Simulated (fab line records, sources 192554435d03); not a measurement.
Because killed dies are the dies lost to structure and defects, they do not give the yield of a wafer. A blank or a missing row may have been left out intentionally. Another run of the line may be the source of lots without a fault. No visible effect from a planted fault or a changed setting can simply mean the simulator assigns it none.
Split-lot experiment + flow n5 finfet + route with 1938 steps; 7 lots, 21 wafers read

## THE SPLIT
At N5_WELL_APT_COAT_02 (resist thk 950 nm), the setting spin rpm was moved away from the recipe's 1357 rpm on 6 of the 21 wafers read, by -11.1% to -5.0%. This setting was run at the recipe's value on the other wafers.

The reading comes from the split's own step.

## THE READING
coat_of_WELL_APT_COAT_02.thk nm (the simulator's own value, which no gauge read), in nm, at N5_WELL_APT_COAT_02 (resist thk 950 nm). There is no usual value for it anywhere in the file. Across the 15 wafers here that went through the recipe, the average is 951.0 nm and the standard deviation 2.9 nm.

| wafer  | tool, chamber at the split | spin rpm as run, rpm | against the recipe | coat_of_WELL_APT_COAT_02.thk nm, nm | against lot-mates on the recipe |
|--------|----------------------------|----------------------|--------------------|-------------------------------------|---------------------------------|
| L076.1 | litho track-04, 0          | 1357                 | recipe             | 949.5                               | -                               |
| L076.5 | litho track-04, 0          | 1357                 | recipe             | 949.9                               | -                               |
| L076.6 | litho track-04, 0          | 1357                 | recipe             | 951.7                               | -                               |
| L078.2 | litho track-03, 0          | 1357                 | recipe             | 951.1                               | -                               |
| L078.3 | litho track-03, 0          | 1210                 | -10.8%             | 1010                                | +56.9                           |
| L078.5 | litho track-03, 0          | 1357                 | recipe             | 955.1                               | -                               |
| L087.1 | litho track-05, 0          | 1206                 | -11.1%             | 1011                                | +58.4                           |
| L087.5 | litho track-05, 0          | 1206                 | -11.1%             | 1011                                | +58.4                           |
| L087.6 | litho track-05, 0          | 1357                 | recipe             | 952.6                               | -                               |
| L088.1 | litho track-05, 0          | 1357                 | recipe             | 953.7                               | -                               |
| L088.3 | litho track-05, 0          | 1357                 | recipe             | 955                                 | -                               |
| L088.6 | litho track-05, 0          | 1357                 | recipe             | 956.7                               | -                               |
| L089.4 | litho track-03, 0          | 1262                 | -7.0%              | 986.4                               | +37.5                           |
| L089.5 | litho track-03, 0          | 1357                 | recipe             | 947.7                               | -                               |
| L089.6 | litho track-03, 0          | 1357                 | recipe             | 950.1                               | -                               |
| L091.1 | litho track-04, 0          | 1357                 | recipe             | 950                                 | -                               |
| L091.4 | litho track-04, 0          | 1289                 | -5.0%              | 974.5                               | +24.5                           |
| L091.6 | litho track-04, 0          | 1289                 | -5.0%              | 978                                 | +28.0                           |
| L094.2 | litho track-03, 0          | 1357                 | recipe             | 947.4                               | -                               |
| L094.5 | litho track-03, 0          | 1357                 | recipe             | 947.8                               | -                               |
| L094.6 | litho track-03, 0          | 1357                 | recipe             | 947.2                               | -                               |

FIT RESULTS
A straight line over all 21 wafers: coat_of_WELL_APT_COAT_02.thk nm changes by -5.34 nm for each +1% of spin rpm; r = -0.99; the points scatter about the line by 2.8 nm.
The same after taking each lot's own level away (the mean of its wafers on the recipe; 21 wafers): -5.26 nm for each +1%; r = -1.00; scatter 1.1 nm.
The reading moves by 59 nm for the largest change in spin rpm, on that fit.
From 947.47 to 955.13 nm: that is the span of the lots' own levels, equal to 2.6 times the standard deviation above.
Hence the lot-to-lot level has little effect on the slope; both slopes agree.
Check: +58.6 nm against its lot-mates is what the line predicts for one of the wafers moved furthest among these (-11.1%) when that wafer is left out of the fit. It came out at +58.4 nm against them.

## THESE WAFERS: OTHER SPLITS
These wafers also went through other splits before the reading. Each is held against what the fit with the lots' levels taken away leaves over:
| other split on the same wafers  | wafers away from the commonest value | r with coat_of_WELL_APT_COAT_02.thk nm (lot level and that fit taken away) |
|---------------------------------|--------------------------------------|----------------------------------------------------------------------------|
| N5_ZERO_LAYER_EXPOSE_08 dose mj | 6                                    | +0.11                                                                      |

## FILE'S OWN FIT
coat_of_WELL_APT_COAT_02.thk nm changes by -5.28 nm for each +1% of spin rpm, r = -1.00.
